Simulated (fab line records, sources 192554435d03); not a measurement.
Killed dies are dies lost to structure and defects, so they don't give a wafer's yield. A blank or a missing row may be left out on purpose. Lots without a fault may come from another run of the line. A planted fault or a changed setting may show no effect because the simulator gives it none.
Split-lot experiment | flow n5_finfet | 7 lots, 21 wafers read, on a route of 1938 steps

THE SPLIT
At N5_BEOL_M9_COAT_60 (time 60 s, resist thk 30 nm), the setting spin_rpm was moved away from the recipe's 1500 rpm on 9 of the 21 wafers read, by -8.1% to +7.7%. The other wafers ran this setting at the recipe's value.

FROM THE SPLIT TO THE READING: what the file shows between them, 3 steps
- N5_BEOL_M9_COAT_05: resist thk 90 nm
- N5_BEOL_M9_EBR_07
- N5_BEOL_M9_DESCUM_16: chemistry O2, time 7.9 s

THE READING
CAR-ArF_of_BEOL_M9_COAT_05.thk_nm (the simulator's own value, which no gauge read), in nm, at N5_BEOL_M9_ETCH_61 (etches SiARC in CF4, target depth 39 nm, time 65 s). The file gives no usual value for it. The 12 wafers here that ran the recipe average 55.7 nm, standard deviation 0.24 nm.

wafer  | tool, chamber at the split | spin_rpm as run, rpm | against the recipe | CAR-ArF_of_BEOL_M9_COAT_05.thk_nm, nm | against lot-mates on the recipe
L075.2 | litho_track-01, 0          | 1447                 | -3.5%              | 55.4                                  | -0.5
L075.3 | litho_track-01, 0          | 1500                 | recipe             | 56                                    | -
L075.4 | litho_track-01, 0          | 1500                 | recipe             | 55.8                                  | -
L078.1 | litho_track-01, 0          | 1615                 | +7.7%              | 56.6                                  | +1.0
L078.3 | litho_track-01, 0          | 1615                 | +7.7%              | 56.4                                  | +0.8
L078.6 | litho_track-01, 0          | 1500                 | recipe             | 55.6                                  | -
L077.1 | litho_track-04, 0          | 1411                 | -5.9%              | 54.6                                  | -1.0
L077.3 | litho_track-04, 0          | 1500                 | recipe             | 55.6                                  | -
L077.4 | litho_track-04, 0          | 1411                 | -5.9%              | 54.6                                  | -1.0
L084.2 | litho_track-01, 0          | 1500                 | recipe             | 55.6                                  | -
L084.4 | litho_track-01, 0          | 1500                 | recipe             | 55.2                                  | -
L084.6 | litho_track-01, 0          | 1500                 | recipe             | 55.6                                  | -
L087.1 | litho_track-01, 0          | 1500                 | recipe             | 55.8                                  | -
L087.5 | litho_track-01, 0          | 1500                 | recipe             | 55.6                                  | -
L087.6 | litho_track-01, 0          | 1500                 | recipe             | 56.2                                  | -
L088.2 | litho_track-05, 0          | 1394                 | -7.1%              | 55                                    | -0.8
L088.3 | litho_track-05, 0          | 1500                 | recipe             | 55.8                                  | -
L088.6 | litho_track-05, 0          | 1394                 | -7.1%              | 54.8                                  | -1.0
L091.1 | litho_track-05, 0          | 1500                 | recipe             | 55.6                                  | -
L091.4 | litho_track-05, 0          | 1379                 | -8.1%              | 54.4                                  | -1.2
L091.6 | litho_track-05, 0          | 1379                 | -8.1%              | 54.2                                  | -1.4

THE FIT
A straight line over all 21 wafers: CAR-ArF_of_BEOL_M9_COAT_05.thk_nm changes by +0.136 nm for each +1% of spin_rpm; r = +0.92; the points scatter about the line by 0.25 nm.
The same after taking each lot's own level away (the mean of its wafers on the recipe; 21 wafers): +0.139 nm for each +1%; r = +0.97; scatter 0.17 nm.
On that fit, the largest move of spin_rpm shifts the reading by 1.1 nm.
The lots' own levels span 55.47 to 55.90 nm, that is 1.8 times the standard deviation above.
So the lot-to-lot level changes the slope little: the two slopes agree.
Check: with one of the wafers moved furthest among these (-8.1%) left out of the fit, the line predicts -1.16 nm for it against its lot-mates. It came out at -1.2 nm against them.

OTHER SPLITS ON THESE WAFERS
These wafers also went through other splits before the reading. Each is held against what the fit with the lots' levels taken away leaves over:
other split on the same wafers  | wafers away from the commonest value | r with CAR-ArF_of_BEOL_M9_COAT_05.thk_nm (lot level and that fit taken away)
N5_BEOL_M7_COAT_22 spin_rpm     | 9                                    | +0.39
N5_BEOL_M8_ETCH_65 source_w     | 4                                    | +0.24
N5_BEOL_M8_VIA_ETCH_34 source_w | 6                                    | -0.23

THE WHOLE CHAIN: every reading that the file lists as answering this split, in the file's order
step               | what it does                                       | reading                                                                            | change (the file's fit)               | r (the file's)
N5_BEOL_M9_COAT_60 | time 60 s, resist thk 30 nm                        | SiARC_of_BEOL_M9_COAT_60.thk_nm (the simulator's own value, which no gauge read)   | -0.154 nm for each +1% of the setting | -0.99
N5_BEOL_M9_ETCH_61 | etches SiARC in CF4, target depth 39 nm, time 65 s | etch.depth_nm (the simulator's own value, which no gauge read)                     | -0.154 nm for each +1% of the setting | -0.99
N5_BEOL_M9_ETCH_61 | etches SiARC in CF4, target depth 39 nm, time 65 s | CAR-ArF_of_BEOL_M9_COAT_05.thk_nm (the simulator's own value, which no gauge read) | +0.142 nm for each +1% of the setting | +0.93

THE FILE'S OWN FIT
CAR-ArF_of_BEOL_M9_COAT_05.thk_nm changes by +0.142 nm for each +1% of spin_rpm, r = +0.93.
